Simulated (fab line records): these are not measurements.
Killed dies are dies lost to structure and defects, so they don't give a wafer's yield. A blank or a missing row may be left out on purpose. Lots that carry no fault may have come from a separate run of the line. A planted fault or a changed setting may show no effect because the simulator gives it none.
Chamber matching    flow n5_finfet    4 sister chambers for N5_BEOL_M1_ALD_84 on ald_metal-03
The step deposits TaN, pulse time 2 s, purge time 3 s, co reactant purge time 2 s. 4 wafers are shown with their chamber, then 9 later ones without.

WAFERS, EACH WITH ITS CHAMBER
wafer   chamber  heater_power_w (W)
L078.3  2        432
L082.3  3        448
L082.5  1        371
L082.6  0        423

WAFERS WHOSE CHAMBER IS MISSING
wafer   heater_power_w (W)
L083.1  457
L083.5  446
L083.6  423
L091.1  363
L091.3  431
L091.4  444
L092.2  413
L092.3  382
L092.4  422

THE CHAMBER EACH PASSED THROUGH
wafer   from the rows above      in truth
L083.1  3                        3
L083.5  can't be placed: 3 or 2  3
L083.6  can't be placed: 0 or 2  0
L091.1  1                        1
L091.3  can't be placed: 2 or 0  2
L091.4  can't be placed: 3 or 2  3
L092.2  can't be placed: 0 or 2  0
L092.3  1                        1
L092.4  can't be placed: 0 or 2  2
Correct placement for 3 of the 9. Unplaceable from these rows: 6, with the true chamber sitting among the candidates in 6. Number placed wrongly: 0.
How it was worked out, from the rows above alone: a wafer's distance from a chamber is the root of the sum, over the readings, of the square of ((its reading less the chamber's mean) divided by the reading's scatter). If the next closest chamber is less than 2 further off than the closest, the wafer can't be placed; otherwise it belongs to the closest. Each chamber's mean is taken over the wafers shown for it. The scatter (one wafer shown for each chamber): square how far every hidden wafer sits from the nearest shown wafer, average those squares and take the square root.
